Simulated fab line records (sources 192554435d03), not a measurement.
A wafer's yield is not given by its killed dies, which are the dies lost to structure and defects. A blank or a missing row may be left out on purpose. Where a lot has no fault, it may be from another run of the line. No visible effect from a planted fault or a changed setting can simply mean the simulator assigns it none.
What tool caused it?	flow n5_finfet	Sampling: 10 lots, 30 wafers, 5 of 1938 route steps

WHAT EACH GAUGE READ, for each wafer
No reading from a measuring or inspecting step in the record can be judged against a usual standard deviation.

WHICH TOOL RAN EACH LOT (tool, then ch and the chambers of the sampled wafers, then the start)
lot	N5_MOL_CONTACT_COAG_ETCHBACK_134	N5_MOL_CONTACT_COAG_ETCH_124	N5_MOL_CONTACT_COAG_CMP_52	N5_BEOL_M0_SAQP_PECVD_00	N5_PASSIVATION_PROBE_49
L659	rie_diel-01 ch 0,1,3, day 5 11:10	rie_diel-01 ch 0,1,3, day 5 11:21	cmp-01 ch 2,3, day 5 12:10	pecvd-04 ch 0,2, day 5 15:49	-
L660	rie_diel-01 ch 0,1,2, day 5 18:47	rie_diel-01 ch 0,1,2, day 5 18:58	cmp-01 ch 0,1,3, day 5 19:46	pecvd-04 ch 1,2, day 5 23:26	-
L661	rie_diel-02 ch 0,2, day 5 21:38	rie_diel-02 ch 0,2, day 5 21:50	cmp-04 ch 0,2,3, day 5 22:41	pecvd-02 ch 1,2, day 6 02:26	-
L662	rie_diel-06 ch 1,2, day 6 10:28	rie_diel-06 ch 1,2, day 6 10:38	cmp-01 ch 0,1,3, day 6 11:38	pecvd-02 ch 0,1,2, day 6 15:14	-
L664	rie_diel-06 ch 0,3, day 6 17:50	rie_diel-06 ch 0,3, day 6 18:02	cmp-01 ch 1,3, day 6 18:48	pecvd-04 ch 0,1,2, day 6 23:06	-
L666	rie_diel-06 ch 2,3, day 7 02:05	rie_diel-06 ch 2,3, day 7 02:16	cmp-04 ch 0,2, day 7 03:16	pecvd-01 ch 0,1, day 7 06:54	-
L671	rie_diel-06 ch 0,3, day 8 12:13	rie_diel-06 ch 0,3, day 8 12:24	cmp-04 ch 1,3, day 8 13:13	pecvd-04 ch 1,2, day 8 22:29	prober-02, day 16 12:09
L673	rie_diel-06 ch 0,2, day 9 03:56	rie_diel-06 ch 0,2, day 9 04:07	cmp-04 ch 2,3, day 9 04:53	pecvd-04 ch 0,1, day 9 08:34	-
L675	rie_diel-01 ch 0,1,2, day 9 13:45	rie_diel-01 ch 0,1,2, day 9 13:56	cmp-03 ch 0,1,3, day 9 14:58	pecvd-01 ch 0,1, day 9 18:35	-
L679	rie_diel-02 ch 0,2,3, day 10 11:03	rie_diel-02 ch 0,2,3, day 10 11:14	cmp-01 ch 0,2,3, day 10 12:05	pecvd-01 ch 0,1,2, day 10 15:42	-
- N5_MOL_CONTACT_COAG_ETCHBACK_134: etches SiO2 in CHF3, target depth 10 nm, time 6.7 s.
- N5_MOL_CONTACT_COAG_ETCH_124: etches SiNx in CH3F/O2, stops on SiOC, target depth 6.5 nm.
- N5_MOL_CONTACT_COAG_CMP_52: polishes, stops on SiO2, t overpolish 1.5 s, target thk 66.5 nm.
- N5_BEOL_M0_SAQP_PECVD_00: deposits SiCN from 3MS/NH3, target thk 8 nm, time 14 s.
- N5_PASSIVATION_PROBE_49

AS READ BY THE TOOLS THEMSELVES (means over the sampled wafers that have a number; for cases with no such wafer, the mark the record gives instead)
N5_MOL_CONTACT_COAG_ETCHBACK_134. Usual: drypump_motor_current_A 5.5 A, standard deviation 0.32; oes_product_au 0.78 a.u., standard deviation 0.079; rf_fwd_power_W 602 W, standard deviation 3.5; rf_vpp_V 524 V, standard deviation 11; showerhead_plenum_p_Torr 2.39 Torr, standard deviation 0.065; throttle_valve_pct 18.88 %, standard deviation 0.16.
lot	tool	drypump_motor_current_A (A)	oes_product_au (a.u.)	rf_fwd_power_W (W)	rf_vpp_V (V)	showerhead_plenum_p_Torr (Torr)	throttle_valve_pct (%)	flag
L659	rie_diel-01	5.7	0.87	600	532	2.41	18.77	
L660	rie_diel-01	5.7	0.88	602	527	2.42	18.72	
L661	rie_diel-02	5.6	0.74	602	530	2.29	19.00	
L662	rie_diel-06	5.2	0.71	602	529	2.44	18.94	
L664	rie_diel-06	5.7	0.75	603	509	2.35	18.90	
L666	rie_diel-06	5.6	0.74	603	513	2.36	18.87	
L671	rie_diel-06	5.7	0.73	603	509	2.34	18.93	
L673	rie_diel-06	5.2	0.70	600	516	2.46	19.03	
L675	rie_diel-01	5.8	0.84	601	526	2.41	18.77	
L679	rie_diel-02	5.5	0.73	602	530	2.34	19.05	

N5_MOL_CONTACT_COAG_ETCH_124. Usual: drypump_motor_current_A 5.5 A, standard deviation 0.31; oes_product_au 0.67 a.u., standard deviation 0.064; rf_fwd_power_W 390.2 W, standard deviation 2.2; rf_vpp_V 297 V, standard deviation 6.1; showerhead_plenum_p_Torr 2.01 Torr, standard deviation 0.058; throttle_valve_pct 16.47 %, standard deviation 0.18.
lot	tool	drypump_motor_current_A (A)	oes_product_au (a.u.)	rf_fwd_power_W (W)	rf_vpp_V (V)	showerhead_plenum_p_Torr (Torr)	throttle_valve_pct (%)	flag
L659	rie_diel-01	5.7	0.74	389.2	302	2.03	16.35	
L660	rie_diel-01	5.7	0.75	390.2	298	2.04	16.30	
L661	rie_diel-02	5.6	0.64	389.2	301	1.92	16.59	
L662	rie_diel-06	5.1	0.61	389.4	299	2.06	16.54	
L664	rie_diel-06	5.7	0.65	391.7	290	1.98	16.51	
L666	rie_diel-06	5.6	0.64	392.2	291	1.98	16.45	
L671	rie_diel-06	5.7	0.63	390.7	289	1.97	16.54	
L673	rie_diel-06	5.2	0.60	390.6	294	2.07	16.66	
L675	rie_diel-01	5.7	0.71	391.1	298	2.03	16.36	
L679	rie_diel-02	5.5	0.62	390.6	301	1.96	16.64	

N5_MOL_CONTACT_COAG_CMP_52. Usual: motor_current_A 12.5 A, standard deviation 1.2; overpolish_run_s 1.501 s, standard deviation 0.0094; platen_rpm 50.29 rpm, standard deviation 0.034; retaining_ring_pressure_frac 0.999, standard deviation 0.0049; slurry_flow_ml_min 150.0, standard deviation 0.44; time_to_endpoint_s 13.7 s, standard deviation 2.5.
lot	tool	motor_current_A (A)	overpolish_run_s (s)	platen_rpm (rpm)	retaining_ring_pressure_frac	slurry_flow_ml_min	time_to_endpoint_s (s)	flag
L659	cmp-01	11.2	1.500	50.29	1.000	149.6	10.6	
L660	cmp-01	12.5	1.505	50.28	1.002	150.1	14.3	
L661	cmp-04	14.2	1.498	50.27	0.996	149.6	13.5	
L662	cmp-01	12.3	1.512	50.27	0.996	150.2	15.9	
L664	cmp-01	12.2	1.516	50.28	1.004	149.7	14.6	
L666	cmp-04	13.1	1.505	50.29	0.998	150.2	11.7	
L671	cmp-04	13.8	1.499	52.30	0.997	150.5	17.2	OFF
L673	cmp-04	14.7	1.497	52.30	1.000	150.1	13.5	OFF
L675	cmp-03	11.7	1.504	50.29	1.002	150.2	17.2	
L679	cmp-01	11.7	1.501	50.26	0.995	149.9	13.7	

N5_BEOL_M0_SAQP_PECVD_00. Usual: rf_fwd_power_W 198.9 W, standard deviation 1.1; showerhead_plenum_p_Torr 3.659 Torr, standard deviation 0.011; throttle_valve_pct 8.9 %, standard deviation 0.53.
lot	tool	rf_fwd_power_W (W)	showerhead_plenum_p_Torr (Torr)	throttle_valve_pct (%)	flag
L659	pecvd-04	199.2	3.657	8.4	
L660	pecvd-04	199.7	3.661	9.0	
L661	pecvd-02	198.1	3.662	8.5	
L662	pecvd-02	197.4	3.661	8.5	
L664	pecvd-04	199.4	3.660	8.9	
L666	pecvd-01	198.5	3.667	9.2	
L671	pecvd-04	198.7	3.660	9.3	
L673	pecvd-04	198.7	3.648	9.3	
L675	pecvd-01	199.2	3.669	9.5	
L679	pecvd-01	198.7	3.668	9.2	

N5_PASSIVATION_PROBE_49. Usual: killed_at_M0_to_M3 35, standard deviation 12; killed_at_M4_up 13, standard deviation 5.8; killed_at_contacts 12, standard deviation 5.5; killed_at_front_end 36, standard deviation 9.9; killed_at_other 4, standard deviation 3.7; killed_dies 101, standard deviation 18; killed_open 66, standard deviation 13; killed_short 33, standard deviation 8.
lot	tool	killed_at_M0_to_M3	killed_at_M4_up	killed_at_contacts	killed_at_front_end	killed_at_other	killed_dies	killed_open	killed_short	flag
L671	prober-02	30	13	9	38	2	93	63	28	

THE ANSWER, worked out from the rows above alone
Rule: a lot is off if the mean of its wafers that have a number lies more than 3 standard deviations from the usual mean. A lot without any number at a reading at which 4 lots or more have one is off too. All remaining lots with rows at the step are treated as sound. First the gauges in route order, then the tools' own readings, where a lot's mean is used as printed above. At the first step where some lot is off, the reading lying furthest off is the one used; lots without a number count as furthest.
Off: L671, L673 (N5_MOL_CONTACT_COAG_CMP_52, platen_rpm).
If a tool, at that step or one of the process steps before it, ran each lot that is off and ran no sound lot following the first of them, it fits. 2 tools fit, rie_diel-06 at N5_MOL_CONTACT_COAG_ETCHBACK_134 and N5_MOL_CONTACT_COAG_ETCH_124 and cmp-04 at N5_MOL_CONTACT_COAG_CMP_52, so this cannot tell which one it is.

WHAT THE SIMULATOR HAD INSERTED
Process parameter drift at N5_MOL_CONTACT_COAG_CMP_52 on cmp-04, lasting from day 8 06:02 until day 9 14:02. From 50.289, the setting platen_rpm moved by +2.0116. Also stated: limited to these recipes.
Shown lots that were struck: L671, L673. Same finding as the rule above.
